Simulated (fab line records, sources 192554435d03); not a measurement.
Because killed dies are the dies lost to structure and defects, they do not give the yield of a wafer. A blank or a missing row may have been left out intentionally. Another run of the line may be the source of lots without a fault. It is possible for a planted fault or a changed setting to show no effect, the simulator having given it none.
Comparing a struck lot with a sound one | flow n5_finfet | 16 steps out of a route of 1938
Sound: the wafers L358.1, L358.5, L358.6. Wafers L360.1, L360.4, L360.6 were the ones struck. The cause is named last.
Each step with rows lists, per side, the tool, then ch with its chambers, then its first start. Under that, the readings that differ: sound wafers | struck wafers | difference of the means | sigmas: that difference in standard deviations of wafers without a fault.
alike: readings with means less than 2 such deviations apart, plus words and numbers identical on both sides. not compared: withheld readings, readings lacking a value on some wafer, bounds such as >300 that could conceal the same value, and numbers that have no deviation in the record and whose values overlap.
A row with sigmas, a row that says differs or no value, or rows on one side alone: a step with any of these is where the two part. When numbers do not overlap yet have no deviation, they are printed without sigmas and do not part them. Lack of a reading on every wafer of one side parts them only where that side has two or more wafers.

first, 3 steps without rows for these wafers: N5_HKMG_FIN_STRIP_19 (strips in N2/H2, time 360 s); N5_HKMG_FIN_ALD_91 (deposits TiN, target thk 1 nm, pulse time 1 s, purge time 3 s); N5_HKMG_FIN_COAT_85 (time 60 s, resist thk 300 nm).
N5_HKMG_FIN_ETCH_86: etches SOC in N2/H2, stops on TiN, target depth 393.2 nm.
  sound on rie_diel-05 ch 0,1, day 7 00:23; struck on rie_diel-06 ch 1,2,3, day 7 11:25
  alike: bias_w, chamber_pressure_mTorr, drypump_motor_current_A, oes_product_au, rf_vpp_V, showerhead_plenum_p_Torr, throttle_valve_pct
  not compared: rf_hours_counter_h
N5_HKMG_FIN_STRIP_89: strips SOC in N2/H2, time 20 s.
  sound on rie_diel-05 ch 0,1, day 7 00:27; struck on rie_diel-06 ch 1,2,3, day 7 11:28
  alike: drypump_motor_current_A, oes_product_au, rf_vpp_V, showerhead_plenum_p_Torr, throttle_valve_pct
  not compared: rf_hours_counter_h
then, 1 step without rows for these wafers: N5_HKMG_FIN_WET_ETCH_87 (etches TiN in SC1, time 154.2 s, target depth 4.7 nm, rinse time 30 s).
N5_HKMG_FIN_STRIP_88: strips in N2/H2, time 360 s.
  sound on plasma_asher-01 ch 0,1, day 7 00:38; struck on plasma_asher-02 ch 0, day 7 11:40
  alike: drypump_motor_current_A, heater_power_w
  not compared: rf_hours_counter_h
N5_HKMG_FIN_NWFM_ALD_20: deposits TiAlC, target thk 2 nm, pulse time 3 s, purge time 2 s.
  sound on ald_metal-04 ch 0,1, day 7 01:01; struck on ald_metal-04 ch 0,1,2, day 7 12:02
  alike: heater_power_w, precursor_pulse_height_rel
then, 3 steps without rows for these wafers: N5_HKMG_FIN_ALD_71 (deposits TiN, target thk 1 nm, pulse time 1 s, purge time 3 s); N5_HKMG_FIN_COAT_66 (time 60 s, resist thk 300 nm); N5_HKMG_FIN_ETCH_67 (etches SOC in N2/H2, stops on TiN, target depth 388.9 nm).
N5_HKMG_FIN_STRIP_90: strips SOC in N2/H2, time 20 s.
  sound on rie_diel-01 ch 0,2, day 7 01:31; struck on rie_diel-05 ch 0,2,3, day 7 12:35
  alike: drypump_motor_current_A, oes_product_au, rf_vpp_V, showerhead_plenum_p_Torr, throttle_valve_pct
  not compared: rf_hours_counter_h
N5_HKMG_FIN_WET_ETCH_73: etches the open film in SC1, time 42.3 s, target depth 1.3 nm, rinse time 30 s.
  sound on wet_bench-03 ch 2,3,4, day 7 01:37; struck on wet_bench-02 ch 0,1,3, day 7 12:41
  no value came back on the struck wafers for bath_guard_temp_C (C), bath_heat_duty_pct (%); on the sound wafers bath_guard_temp_C (C) reads 50.5 50.5 50.6
then, 1 step without rows for these wafers: N5_HKMG_FIN_ETCHBACK_68 (etches the open film in Cl2/Ar, stops on HfO2, target depth 0.5 nm).
-- here the record skips 4 days between the struck wafers' starts before and after, leaving off in module HKMG_FIN and picking up in module BEOL_M4 (first step shown: number 1111 of the route) --
N5_BEOL_M4_RC_MEAS_101:
  sound on prober-01 ch 0, day 11 05:16; struck on prober-01 ch 0, day 11 11:40
  alike: DIBL_N, DIBL_P, IOFF_N, IOFF_P, ION_N, ION_P, SS_N, SS_P, VT_N, VT_P
-- record jumps: 4 days separate the struck wafers' starts on either side; left off in module BEOL_M4, taken up again in module PASSIVATION, whose first shown step is the route's number 1936 --
N5_PASSIVATION_PROBE_49:
  sound: prober-01 at day 15 22:32; struck: prober-01 at day 15 22:50
  reading               | sound       | struck      | difference | sigmas
  killed_at_other       | 3 0 0       | 12 4 6      | +6         | +2
  sort_bin_6_memory (%) | 3.9 2.8 3.6 | 1.8 2.2 2.1 | -1.4       | -2
  alike: defect_limited_yield, killed_at_M0_to_M3, killed_at_M4_up, killed_at_contacts, killed_at_front_end, killed_dies, killed_on_rim, killed_open, killed_short, sort_bin_5_function, sort_n_pass, sort_yield_pct

WHERE THEY PART
First at N5_HKMG_FIN_WET_ETCH_73; last, within this record, at N5_PASSIVATION_PROBE_49.

WHY: the cause the simulator had injected
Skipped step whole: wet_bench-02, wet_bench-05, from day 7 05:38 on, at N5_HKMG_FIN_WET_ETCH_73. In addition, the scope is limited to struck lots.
